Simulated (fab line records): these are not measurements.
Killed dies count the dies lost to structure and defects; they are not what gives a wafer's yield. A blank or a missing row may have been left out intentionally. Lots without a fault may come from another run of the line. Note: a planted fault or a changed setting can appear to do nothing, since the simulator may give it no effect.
Chamber matching + flow n5-finfet + 3 sister chambers for N5_BEOL_M3_ILD_DEP_00 on pecvd-02
The step deposits SiOC from DEMS/O2, target thk 79 nm, time 15.3 s. 6 wafers are shown with their chamber, then 7 later ones without.

## EACH WAFER AND ITS CHAMBER
| wafer  | chamber | throttle-valve-pct (%) | heater-power-w (W) |
|--------|---------|------------------------|--------------------|
| L596.2 | 0       | 12.3                   | 589                |
| L599.6 | 2       | 12.1                   | 500                |
| L600.2 | 1       | 11.2                   | 684                |
| L600.4 | 1       | 11.5                   | 661                |
| L612.2 | 2       | 12.1                   | 520                |
| L612.3 | 0       | 12.3                   | 593                |

## WAFERS MISSING THEIR CHAMBER
| wafer  | throttle-valve-pct (%) | heater-power-w (W) |
|--------|------------------------|--------------------|
| L612.4 | 12.2                   | 584                |
| L615.2 | 12.3                   | 690                |
| L615.3 | 12.2                   | 522                |
| L615.4 | 12.1                   | 563                |
| L616.3 | 11.4                   | 655                |
| L616.5 | 11.4                   | 651                |
| L616.6 | 12.3                   | 491                |

## WHICH CHAMBER EACH ONE RAN IN
| wafer  | from the rows above     | in truth |
|--------|-------------------------|----------|
| L612.4 | 0                       | 0        |
| L615.2 | can't be placed: 1 or 0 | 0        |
| L615.3 | 2                       | 2        |
| L615.4 | can't be placed: 0 or 2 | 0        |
| L616.3 | 1                       | 1        |
| L616.5 | 1                       | 1        |
| L616.6 | 2                       | 2        |
Correct placement for 5 of the 7. Not placeable from these rows: 2 (in 2, the candidates include the true chamber). 0 placed wrongly.
How it was worked out, from the rows above alone: a wafer's distance from a chamber is the root of the sum, over the readings, of the square of ((its reading less the chamber's mean) divided by the reading's scatter). The wafer belongs to the nearest chamber; if the next one is less than 2 further off, it can't be placed. A chamber's mean is the mean of its shown wafers. The scatter is the square root of a quotient: the sum, over the shown wafers, of each reading's squared deviation from its chamber's mean, divided by wafers minus chambers.
